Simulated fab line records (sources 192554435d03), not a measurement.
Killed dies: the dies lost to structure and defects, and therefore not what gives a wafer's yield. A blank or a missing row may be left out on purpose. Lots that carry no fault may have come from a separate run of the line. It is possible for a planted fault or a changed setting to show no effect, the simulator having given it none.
One fault through the eyes of 3 desks || flow n5 finfet || each desk holds nothing but its own numbers, with what lay behind them at the end

## AT THE TOOL OWNER'S DESK: rie diel-06
The tool's own readings at N5_BEOL_M15_ETCH_59 (etches BARC in N2/H2, target depth 89 nm, overetch 26.7 nm, time 67.9 s): means of the sampled wafers that have a number, for each lot that ran on this tool. Marked OUT: a lot whose mean sits more than 4 standard deviations from the usual mean, which makes it out of limits; the brackets give that distance.
Columns: A = drypump motor current A at N5_BEOL_M15_ETCH_59, usual 5.6 A; B = oes product au at N5_BEOL_M15_ETCH_59, usual 0.69 a.u.; C = rf fwd power W at N5_BEOL_M15_ETCH_59, usual 832.2 W; D = rf vpp V at N5_BEOL_M15_ETCH_59, usual 524.6 V; E = showerhead plenum p Torr at N5_BEOL_M15_ETCH_59, usual 2.57 Torr; F = throttle valve pct at N5_BEOL_M15_ETCH_59, usual 17.75 %
{"lot": "L164", "first seen here": "day 12 05:46", "A": 5.6, "B": 0.69, "C": 832.8, "D": 522.7, "E": 2.51, "F": 17.78}
{"lot": "L177", "first seen here": "day 14 14:49", "A": 5.6, "B": 0.74, "C": 831.6, "D": 523.0, "E": 2.51, "F": 17.66}
{"lot": "L176", "first seen here": "day 14 18:10", "A": 5.5, "B": 0.76, "C": 833.8, "D": 522.0, "E": 2.48, "F": 17.81}
Result from this desk: across the 3 lots, nothing is out of limits.

## THE METROLOGY DESK
What the gauges read for every lot (on any tool): the sampled wafers with a number, averaged. Marked OUT: a lot whose mean sits more than 4 standard deviations from the usual mean, which makes it out of limits; the brackets give that distance.
Columns: A = cd nm at N5_BEOL_M15_CD_MEAS_10, usual 359.5 nm; B = V14_OVL at N5_BEOL_M15_OVL_MEAS_11, usual 1 nm
{"lot": "L164", "first seen here": "day 12 05:38", "A": 361.2, "B": -4}
{"lot": "L169", "first seen here": "day 12 20:36", "A": 360.5, "B": 4}
{"lot": "L177", "first seen here": "day 14 14:35", "A": 360.8, "B": -7}
{"lot": "L176", "first seen here": "day 14 17:48", "A": 359.9, "B": 9}
{"lot": "L178", "first seen here": "day 14 23:46", "A": 358.1, "B": 10}
{"lot": "L186", "first seen here": "day 17 16:32", "A": 360.2, "B": -1}
Result from this desk: across the 6 lots, nothing is out of limits.

## THE DEFECT DESK
Lot by lot, what the route's inspections counted, given as the mean of those sampled wafers with a number. Marked OUT: a lot whose mean sits more than 4 standard deviations from the usual mean, which makes it out of limits; the brackets give that distance.
Columns: A = raw defect count at N5_BEOL_M15_INSPECT_12, usual 2.2
{"lot": "L164", "first seen here": "day 12 05:41", "A": 1.7}
{"lot": "L169", "first seen here": "day 12 20:40", "A": 3.3}
{"lot": "L177", "first seen here": "day 14 14:39", "A": 2.0}
{"lot": "L176", "first seen here": "day 14 17:51", "A": 3.5}
{"lot": "L178", "first seen here": "day 14 23:49", "A": 2.0}
{"lot": "L186", "first seen here": "day 17 16:35", "A": 1.7}
Result from this desk: across the 6 lots, nothing is out of limits.

## PUT TOGETHER
The desk of the tool owner found nothing out of limits.
From the metrology desk's view, nothing was out of limits.
Nothing the defect desk looked at was out of limits.

## WHAT WAS PUT IN BY THE SIMULATOR
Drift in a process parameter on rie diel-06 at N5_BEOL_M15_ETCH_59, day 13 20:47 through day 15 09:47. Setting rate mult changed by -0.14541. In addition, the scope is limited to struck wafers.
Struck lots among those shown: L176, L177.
